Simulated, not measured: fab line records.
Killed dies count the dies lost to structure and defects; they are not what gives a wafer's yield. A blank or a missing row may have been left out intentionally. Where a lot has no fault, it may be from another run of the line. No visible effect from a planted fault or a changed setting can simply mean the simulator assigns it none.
Matching of chambers | flow nand-harc | pecvd-02 running NHARC_A_STAIRCASE_DEP_471: 3 sister chambers
The step deposits SiO2, target thk 100 nm. 3 wafers are shown with their chamber, then 10 later ones without.

## WAFERS PAIRED WITH THEIR CHAMBERS
wafer  | chamber | throttle-valve-pct (%)
L087.1 | 0       | 16.2
L090.2 | 2       | 15.0
L090.3 | 1       | 16.0

## WAFERS WHOSE CHAMBER IS MISSING
wafer  | throttle-valve-pct (%)
L090.6 | 14.9
L092.4 | 16.0
L092.5 | 15.9
L092.6 | 14.9
L093.2 | 16.0
L093.3 | 15.1
L093.6 | 15.0
L094.1 | 16.1
L094.3 | 16.1
L094.4 | 16.0

## WHICH CHAMBER EACH WENT THROUGH
wafer  | from the rows above     | in truth
L090.6 | 2                       | 2
L092.4 | 1                       | 1
L092.5 | 1                       | 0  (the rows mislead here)
L092.6 | 2                       | 2
L093.2 | 1                       | 1
L093.3 | 2                       | 2
L093.6 | 2                       | 2
L094.1 | can't be placed: 0 or 1 | 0
L094.3 | can't be placed: 0 or 1 | 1
L094.4 | 1                       | 1
7 of 10 placed correctly. From these rows, 2 cannot be placed; in 2 the true chamber is one of the candidates. Wrongly placed: 1.
How it was worked out, from the rows above alone: a wafer's distance from a chamber is the root of the sum, over the readings, of the square of ((its reading less the chamber's mean) divided by the reading's scatter). If the next closest chamber is less than 2 further off than the closest, the wafer can't be placed; otherwise it belongs to the closest. The mean given for a chamber averages the wafers shown for that chamber. The scatter: with one shown wafer a chamber, the root of the mean of the squares of how far each hidden wafer lies from its nearest shown one.
